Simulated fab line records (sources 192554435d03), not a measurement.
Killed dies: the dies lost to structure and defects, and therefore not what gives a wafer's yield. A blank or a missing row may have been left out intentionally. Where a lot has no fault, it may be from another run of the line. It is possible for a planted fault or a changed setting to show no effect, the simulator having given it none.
Problem report, 8D (eight disciplines) form, completed by code + flow n5 finfet + the parts of the form that need people (team, actions taken, sign-off) are left out

1. THE PROBLEM
Mean of spin speed rpm at N5_ZERO_LAYER_COAT_05: 1434.4 rpm across 9 wafers in 3 lots; on wafers with no fault it is 1499.8 rpm (standard deviation 1). Relative to the usual mean, that is a shift of -65 standard deviations.
The step: resist thk 1000 nm.
First seen on wafer L554.1, day 5 00:22, on litho track-04. The record has a number at this step for 27 wafers belonging to 9 lots. Rule for "out", or "out of limits": more than 4 standard deviations from the usual mean. The rest of the wafers with a number are treated as sound.

2. WHAT IT IS; WHAT IT IS NOT
| question                    | is                     | is not                                                              |
|-----------------------------|------------------------|---------------------------------------------------------------------|
| which readings at this step | spin speed rpm         | -                                                                   |
| which lots                  | L554, L555, L556       | L541, L545, L546, L551, L553, L563                                  |
| which wafers of those lots  | all that have a number | -                                                                   |
| read on which tools         | litho track-04         | litho track-01, litho track-05                                      |
| when                        | from day 5 00:22       | up to then (15 sound wafers); but 3 sound wafers of L563 came after |

3. WHAT RULES OUT EACH SUSPECT
Counting: a tool at a process step up to the reading stays a suspect if it ran every lot that is out and no sound lot after the first of them.
- litho track-04 at N5_ZERO_LAYER_COAT_05 (resist thk 1000 nm): kept. It processed each lot that is out, first L554 at day 5 00:22, and no sound lot thereafter; up to then, the last sound lot it processed was L551 at day 4 06:23. Out on those wafers are its own readings of spin speed rpm.
Remaining after the count: litho track-04 at N5_ZERO_LAYER_COAT_05.

4. THE CAUSE (what the simulator had put in)
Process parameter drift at N5_ZERO_LAYER_COAT_05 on litho track-04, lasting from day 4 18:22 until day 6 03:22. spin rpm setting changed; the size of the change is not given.
Only this tool survived the counting.

5. THE CHAIN OF EFFECTS, in route order
One row per reading whose mean, taken over the struck wafers that have a number, lies over 3 standard deviations from the usual. Only readings for which the record gives a usual standard deviation are gone through. hours: the time from each lot's start at the first step in this table that gives one to its start at this step, as a median over the lots. sigmas: the change in usual standard deviations.
| hours | step                   | reading                  | usual      | on struck wafers | change | sigmas |
|-------|------------------------|--------------------------|------------|------------------|--------|--------|
| 0     | N5_ZERO_LAYER_COAT_05  | spin speed rpm           | 1499.8 rpm | 1434.4           | -65.4  | -65    |
| 1     | N5_ZERO_LAYER_STRIP_24 | strip time to endpoint s | 43.86 s    | 44.47            | +0.61  | +7.7   |
Its process steps:
- N5_ZERO_LAYER_COAT_05: resist thk 1000 nm.
- N5_ZERO_LAYER_STRIP_24: strips in O2.
At these later measuring or inspecting steps, every struck wafer for which the step has a row has a number for every such reading, and none has moved that far: N5_PMOS_HMC_CHANNEL_EPI_INSPECT_30, N5_BEOL_M4_RC_MEAS_101.

6. WHAT WOULD HAVE CAUGHT IT SOONER
First out-of-limits reading in this record: day 5 00:22, which is 6 hours after fault onset at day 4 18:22.
